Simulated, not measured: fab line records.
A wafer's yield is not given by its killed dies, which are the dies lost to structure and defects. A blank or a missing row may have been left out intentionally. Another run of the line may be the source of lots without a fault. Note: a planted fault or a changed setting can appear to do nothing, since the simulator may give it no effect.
Matching of chambers | flow nand-harc | 4 sister chambers for NHARC_A_STAIRCASE_CMP_450 on cmp-02
The step polishes SiO2, target thk 200 nm. 4 wafers are shown with their chamber, then 8 later ones without.

WAFERS PAIRED WITH THEIR CHAMBERS
wafer  | chamber | motor-current-A (A)
L084.2 | 0       | 11.4
L087.4 | 3       | 11.5
L087.6 | 2       | 11.0
L090.2 | 1       | 13.0

WAFERS WITHOUT THEIR CHAMBER
wafer  | motor-current-A (A)
L090.3 | 11.8
L090.5 | 11.7
L096.1 | 10.8
L096.3 | 11.7
L096.6 | 12.0
L095.3 | 11.9
L095.4 | 10.7
L095.6 | 11.3

CHAMBER TAKEN BY EACH
wafer  | from the rows above               | in truth
L090.3 | can't be placed: 3 or 0 or 2      | 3
L090.5 | can't be placed: 3 or 0 or 2      | 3
L096.1 | can't be placed: 2 or 0 or 3      | 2
L096.3 | can't be placed: 3 or 0 or 2      | 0
L096.6 | can't be placed: 3 or 0 or 1 or 2 | 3
L095.3 | can't be placed: 3 or 0 or 2      | 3
L095.4 | can't be placed: 2 or 0 or 3      | 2
L095.6 | can't be placed: 0 or 3 or 2      | 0
Correct placement for 0 of the 8. From these rows, 8 cannot be placed; in 8 the true chamber is one of the candidates. 0 placed wrongly.
How it was worked out, from the rows above alone: a wafer's distance from a chamber is the root of the sum, over the readings, of the square of ((its reading less the chamber's mean) divided by the reading's scatter). The wafer belongs to the nearest chamber; if the next one is less than 2 further off, it can't be placed. A chamber's mean is the mean of its shown wafers. The scatter: with one shown wafer a chamber, the root of the mean of the squares of how far each hidden wafer lies from its nearest shown one.
